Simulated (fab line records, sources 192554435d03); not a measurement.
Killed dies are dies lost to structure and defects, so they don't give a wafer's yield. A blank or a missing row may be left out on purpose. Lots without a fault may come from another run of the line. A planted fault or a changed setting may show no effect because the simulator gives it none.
Chamber matching | flow n5_finfet | N5_BEOL_M4_ETCH_77 on rie_diel-01: 4 sister chambers
The step etches underlayer in N2/H2, target depth 6.5 nm, time 5.2 s. 4 wafers are shown with their chamber, then 8 later ones without.

WAFERS WITH THEIR CHAMBER
wafer  | chamber | drypump_motor_current_A (A)
L078.5 | 3       | 6.4
L082.3 | 2       | 5.8
L083.6 | 0       | 5.2
L085.3 | 1       | 5.5

WAFERS WITHOUT THEIR CHAMBER
wafer  | drypump_motor_current_A (A)
L085.4 | 6.4
L085.6 | 6.4
L093.1 | 6.4
L093.3 | 5.8
L093.6 | 5.5
L097.2 | 6.4
L097.5 | 6.4
L097.6 | 5.7

WHICH CHAMBER EACH WENT THROUGH
wafer  | from the rows above | in truth
L085.4 | 3                   | 3
L085.6 | 3                   | 3
L093.1 | 3                   | 3
L093.3 | 2                   | 2
L093.6 | 1                   | 1
L097.2 | 3                   | 3
L097.5 | 3                   | 3
L097.6 | 2                   | 2
Placed correctly: 8 of 8. Can't be placed from these rows: 0. Placed wrongly: 0.
How it was worked out, from the rows above alone: a wafer's distance from a chamber is the root of the sum, over the readings, of the square of ((its reading less the chamber's mean) divided by the reading's scatter). The wafer belongs to the nearest chamber; if the next one is less than 2 further off, it can't be placed. A chamber's mean is the mean of its shown wafers. The scatter: with one shown wafer a chamber, the root of the mean of the squares of how far each hidden wafer lies from its nearest shown one.
